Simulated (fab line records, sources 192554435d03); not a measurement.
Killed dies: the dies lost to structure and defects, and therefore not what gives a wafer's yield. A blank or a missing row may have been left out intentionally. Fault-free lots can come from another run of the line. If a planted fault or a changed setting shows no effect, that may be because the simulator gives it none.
8D (eight disciplines) problem report, filled in by code | flow n5Finfet | the parts of the form that need people (team, actions taken, sign-off) are left out

1. WHAT IS WRONG
IOFF_N at N5_BEOL_M4_RC_MEAS_101 reads a mean of 3.61 nA/um on 6 wafers of 2 lots; wafers without a fault read 0.16 nA/um with a standard deviation of 0.035. That is +98 standard deviations from the usual mean.
Earliest sighting: wafer L203.2 on prober-02 at day 12 07:17. Wafers with a number at this step in the record: 12, from 4 lots. Rule for "out", or "out of limits": more than 4 standard deviations from the usual mean. Any other wafer with a number is counted as sound.

2. WHAT THIS IS AND IS NOT
question                    | is                                                           | is not
which readings at this step | IOFF_N, CJ_N, DIBL_N, IOFF_N_85C, IOFF_N_LIN, RS_PWELL, SS_N | DIBL_P, IOFF_P, ION_P, SS_P, VT_P
which lots                  | L203, L205                                                   | L196, L211
which wafers of those lots  | all that have a number                                       | -
read on which gauges        | prober-02                                                    | prober-01
when                        | from day 12 07:17                                            | up to then (3 sound wafers); but 3 sound wafers of L211 came after

3. WHAT RULES OUT EACH SUSPECT
Counting: a tool at any process step up to the reading remains a suspect when it ran all the lots that are out and ran no sound lot after the first of those.
- ruled out: the gauge at N5_BEOL_M4_RC_MEAS_101. All the wafers that are out were read on prober-02, but those of them that N5_WELL_APT_IMPLANT_32 has rows for are out there too, on other tools.
- implanter-01 at N5_WELL_APT_IMPLANT_32: kept. It ran every lot that is out, first L203 (day 4 15:20), and no sound lot after that; its last sound lot up to then is L196 (day 2 21:34). Its own readings are out on those wafers: doseIonsCm2, faradayCurrentUA.
Remaining after the count: implanter-01 at N5_WELL_APT_IMPLANT_32.

4. THE CAUSE (what the simulator had put in)
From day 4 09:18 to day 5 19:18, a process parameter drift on implanter-01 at N5_WELL_APT_IMPLANT_32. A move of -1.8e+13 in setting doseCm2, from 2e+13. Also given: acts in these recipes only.
The count eliminated every tool but this one.

5. THE EFFECT CHAIN, in route order
One row per reading whose mean, taken over the struck wafers that have a number, lies over 3 standard deviations from the usual. Readings are gone through only where the record gives a usual standard deviation; hours: the median, over the lots, of the time from a lot's start at the first step in this table giving one to that lot's start at this step; sigmas: the change measured in usual standard deviations.
hours | step                    | reading            | usual       | on struck wafers | change | sigmas
0     | N5_WELL_APT_IMPLANT_32  | doseIonsCm2        | 2e+13       | 2e+12            | -2e+13 | -99 or more
0     | N5_WELL_APT_IMPLANT_32  | faradayCurrentUA   | 255         | 25               | -230   | -45
193   | N5_BEOL_M4_RC_MEAS_101  | CJ_N               | 4.32        | 1.40             | -2.92  | -29
193   | N5_BEOL_M4_RC_MEAS_101  | DIBL_N             | 36.0 mV/V   | 65.9             | +29.9  | +14
193   | N5_BEOL_M4_RC_MEAS_101  | IOFF_N             | 0.16 nA/um  | 3.61             | +3.45  | +98
193   | N5_BEOL_M4_RC_MEAS_101  | IOFF_N_85C         | 3.1 nA/um   | 41.8             | +38.7  | +68
193   | N5_BEOL_M4_RC_MEAS_101  | IOFF_N_LIN         | 0.073 nA/um | 0.206            | +0.133 | +10
193   | N5_BEOL_M4_RC_MEAS_101  | RS_PWELL           | 3005 ohm/sq | 3181             | +176   | +7.3
193   | N5_BEOL_M4_RC_MEAS_101  | SS_N               | 71.4 mV/dec | 103.1            | +31.7  | +46
307   | N5_PASSIVATION_PROBE_49 | sort_bin_4_leakage | 0.00 %      | 91.91            | +91.91 | +99 or more
307   | N5_PASSIVATION_PROBE_49 | sortNPass          | 1077        | 0                | -1077  | -63
307   | N5_PASSIVATION_PROBE_49 | sortYieldPct       | 91.2 %      | 0.0              | -91.2  | -65
Process steps it contains:
- N5_WELL_APT_IMPLANT_32
- N5_PASSIVATION_PROBE_49

6. WHAT WOULD HAVE CAUGHT IT SOONER
190 hours passed between the start of the fault at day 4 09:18 and the first reading out of limits at a measuring or inspecting step in this record, taken at day 12 07:17.
At N5_WELL_APT_IMPLANT_32, the tool's own readings (doseIonsCm2, faradayCurrentUA) were out on each struck wafer the step has a row for, so an alarm limit on them would have fired on the first such wafer.
Each of the lots that are out, 2 in all, had begun N5_WELL_APT_IMPLANT_32 on implanter-01 no later than day 12 07:17. A hold on the tool at that time would have spared none of them.
